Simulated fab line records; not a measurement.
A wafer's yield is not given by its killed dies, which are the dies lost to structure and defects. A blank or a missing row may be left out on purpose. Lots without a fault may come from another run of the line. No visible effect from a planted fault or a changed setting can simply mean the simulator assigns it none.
2 desks, one fault	flow n5 finfet	numbers are kept per desk, each desk with only its own; the story behind them comes last

THE DEFECT DESK
What the inspections along the route counted, lot by lot: means of the sampled wafers that have a number. Any lot whose mean is over 4 standard deviations away from the usual mean is out of limits and marked OUT; that distance is given in the brackets.
Columns: A = raw defect count at N5_SD_EPI_N_INSPECT_26, usual 209; B = raw defect count at N5_SD_EPI_P_INSPECT_11, usual 1.9
lot	first seen here	A	B
L371	day 3 11:56	207	0.7
L372	day 3 15:52	162	1.3
L376	day 4 17:45	229	2.0
L377	day 5 00:43	183	1.7
L381	day 6 01:36	6061 (+99 or more) OUT	-
L382	day 6 06:50	5969 (+99 or more) OUT	-
L386	day 7 04:41	229	1.0
L387	day 7 11:29	181	1.0
L391	day 8 16:26	223	3.0
L392	day 8 21:59	201	1.3
This desk finds L381, L382 out of limits, L381 being first, at day 6 01:36 (raw defect count at N5_SD_EPI_N_INSPECT_26). Within limits: L371, L372, L376, L377, L386, L387, L391, L392.

THE METROLOGY DESK
Means of the sampled wafers that have a number, per lot and without regard to the tool the lot ran on: this is what the gauges read. Any lot whose mean is over 4 standard deviations away from the usual mean is out of limits and marked OUT; that distance is given in the brackets. Readings shown: 7 of its 10, picked as those furthest out on some lot.
Columns: A = DIBL_P at N5_BEOL_M4_RC_MEAS_101, usual 36.3 mV/V; B = IOFF_N at N5_BEOL_M4_RC_MEAS_101, usual 0.163 nA/um; C = IOFF_P at N5_BEOL_M4_RC_MEAS_101, usual 0.21 nA/um; D = ION_P at N5_BEOL_M4_RC_MEAS_101, usual 461 uA/um; E = SS_P at N5_BEOL_M4_RC_MEAS_101, usual 73.3 mV/dec; F = VT_N at N5_BEOL_M4_RC_MEAS_101, usual 249.4 mV; G = VT_P at N5_BEOL_M4_RC_MEAS_101, usual -250 mV
lot	first seen here	A	B	C	D	E	F	G
L371	day 8 02:40	37.5	0.182	0.22	458	73.0	248.2	-249
L372	day 8 07:10	37.9	0.173	0.24	459	73.7	247.3	-247
L376	day 9 07:05	36.2	0.166	0.24	467	73.1	249.7	-246
L377	day 9 17:22	36.3	0.148	0.20	453	73.5	252.3	-253
L386	day 11 21:12	34.4	0.145	0.18	451	73.1	253.0	-252
L387	day 12 02:36	36.3	0.158	0.20	465	72.7	248.5	-250
L392	day 13 12:08	31.6	0.128	0.15	450	72.5	251.0	-257
L391	day 13 15:14	35.0	0.142	0.20	457	72.8	250.0	-249
This desk's verdict: no lot among the 8 shows anything out of limits.

ALL TOGETHER
The defect desk could have raised an alarm at day 6 01:36, on L381, L382.
Nothing out of limits was seen by the metrology desk.
The metrology desk has no number on record for L381, L382.
The lots listed all ran N5_SD_EPI_N_STRIP_47 on rie diel-04.

WHAT THE SIMULATOR HAD INSERTED
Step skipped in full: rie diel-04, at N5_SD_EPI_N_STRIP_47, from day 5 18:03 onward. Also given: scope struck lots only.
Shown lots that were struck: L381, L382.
Hours from the fault's start to each desk's first reading out of limits: the defect desk, 8.
